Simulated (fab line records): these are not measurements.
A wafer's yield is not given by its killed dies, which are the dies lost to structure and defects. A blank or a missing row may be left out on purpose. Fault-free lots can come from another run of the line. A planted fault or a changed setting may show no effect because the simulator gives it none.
A struck lot beside a sound one | flow n5-finfet | 16 out of 1938 route steps
Sound: wafers L356.3, L356.5, L356.6. Struck: wafer L359.3 (left out: L359.5, a lot-mate that was not struck); the cause follows at the end.
At each step with rows: each side's tool, then ch and its chambers, then its first start. Under that, the readings that differ: sound wafers | struck wafers | difference of the means | sigmas: that difference in standard deviations of wafers without a fault.
alike: readings with means less than 2 such deviations apart, plus words and numbers identical on both sides. not compared: withheld readings, readings lacking a value on some wafer, bounds such as >300 that could conceal the same value, and numbers that have no deviation in the record and whose values overlap.
A row with sigmas, a row that says differs or no value, or rows on one side alone: a step with any of these is where the two part. Numbers that don't overlap but have no deviation are shown without sigmas and don't part them. Lack of a reading on every wafer of one side parts them only where that side has two or more wafers.

N5_HKMG_FIN_DESCUM_53: chemistry O2, time 7.9 s.
  sound on rie-diel-02 ch 0,1,3, day 7 17:47; struck on rie-diel-04 ch 1, day 8 17:20
  alike: drypump-motor-current-A, oes-product-au, rf-vpp-V, showerhead-plenum-p-Torr, throttle-valve-pct
  not compared: rf-hours-counter-h
N5_HKMG_FIN_ETCH_54: etches SiARC in CF4, target depth 45.5 nm, time 75.8 s.
  sound on rie-diel-02 ch 0,1,3, day 7 17:49; struck on rie-diel-04 ch 1, day 8 17:22
  alike: drypump-motor-current-A, etch-rf-on-time-s, oes-product-au, rf-vpp-V, showerhead-plenum-p-Torr, throttle-valve-pct
  not compared: rf-hours-counter-h
N5_HKMG_FIN_ETCH_55: etches SOC in N2/H2, target depth 240 nm, time 300 s.
  sound on rie-diel-02 ch 0,1,3, day 7 17:53; struck on rie-diel-04 ch 1, day 8 17:25
  alike: drypump-motor-current-A, oes-product-au, rf-vpp-V, showerhead-plenum-p-Torr, throttle-valve-pct
  not compared: rf-hours-counter-h
then, 5 steps without rows for these wafers: N5_HKMG_FIN_STRIP_56 (strips in N2/H2); N5_HKMG_FIN_STRIP_57 (strips in CF4); N5_HKMG_FIN_ETCH_58 (etches SOC in N2/H2, target depth 215.8 nm, time 741 s); N5_HKMG_FIN_STRIP_93 (strips SOC in N2/H2, time 20 s); N5_HKMG_FIN_WET_ETCH_76 (etches Al2O3 in dNH4OH, stops on La2O3, target depth 2.25 nm, rinse time 30 s).
N5_HKMG_FIN_STRIP_60: strips in N2/H2, time 360 s.
  sound on plasma-asher-02 ch 0,1, day 7 18:49; struck on plasma-asher-02 ch 0, day 8 18:20
  alike: drypump-motor-current-A, heater-power-w
  not compared: rf-hours-counter-h
then, 2 steps without rows for these wafers: N5_HKMG_FIN_WET_ETCH_77 (etches La2O3 in dHCl, stops on HfO2, target depth 2 nm); N5_HKMG_FIN_WET_ETCH_78 (etches Al2O3 in dNH4OH, stops on La2O3, target depth 4.5 nm, rinse time 30 s).
N5_HKMG_FIN_ALD_79: deposits TiN, target thk 1.5 nm, pulse time 1 s, purge time 3 s.
  sound on ald-metal-04 ch 1,2,3, day 7 19:11; struck on ald-metal-03 ch 0, day 8 18:46
  alike: heater-power-w, precursor-pulse-height-rel
  not compared: since-wet-clean-h
N5_HKMG_FIN_CVD_62: deposits a-Si from Si2H6, target thk 3 nm, time 20.8 s.
  sound on thermal-cvd-si-01 ch 0,1,2, day 7 19:33; struck on thermal-cvd-si-02 ch 2, day 8 19:07
  reading                                   | sound   | struck | difference | sigmas
  model.a-Si_of_HKMG_FIN_CVD_62.thk-nm (nm) | 3 3.2 3 | 1.8    | -1.3       |
  alike: heater-power-w
  not compared: since-wet-clean-h
then, 1 step without rows for these wafers: N5_HKMG_FIN_RTA_80 (time 2 s).
-- the record jumps here: 4 days lie between the struck wafers' starts before and after (it left off in module HKMG_FIN and takes up again in module BEOL_M4, whose first step shown is number 1111 of the route) --
N5_BEOL_M4_RC_MEAS_101:
  sound on prober-01 ch 0, day 12 17:58; struck on prober-01 ch 0, day 12 10:42
  alike: DIBL_N, DIBL_P, IOFF_N, IOFF_P, ION_N, ION_P, SS_N, SS_P, VT_N, VT_P
-- record jumps: 4 days separate the struck wafers' starts on either side; left off in module BEOL_M4, taken up again in module PASSIVATION, whose first shown step is the route's number 1936 --
N5_PASSIVATION_PROBE_49:
  sound: prober-02 at day 17 00:29; struck: prober-01 at day 16 10:21
  reading         | sound    | struck | difference | sigmas
  killed_at_M4_up | 14 19 26 | 6      | -14        | -2
  alike: defect-limited-yield, killed_at_M0_to_M3, killed-at-contacts, killed-at-front-end, killed-at-other, killed-dies, killed-open, killed-short, sort_bin_5_function, sort_bin_6_memory, sort-n-pass, sort-yield-pct

WHERE THEY PART
N5_PASSIVATION_PROBE_49 only, going by this record.

WHY: what had been put in by the simulator
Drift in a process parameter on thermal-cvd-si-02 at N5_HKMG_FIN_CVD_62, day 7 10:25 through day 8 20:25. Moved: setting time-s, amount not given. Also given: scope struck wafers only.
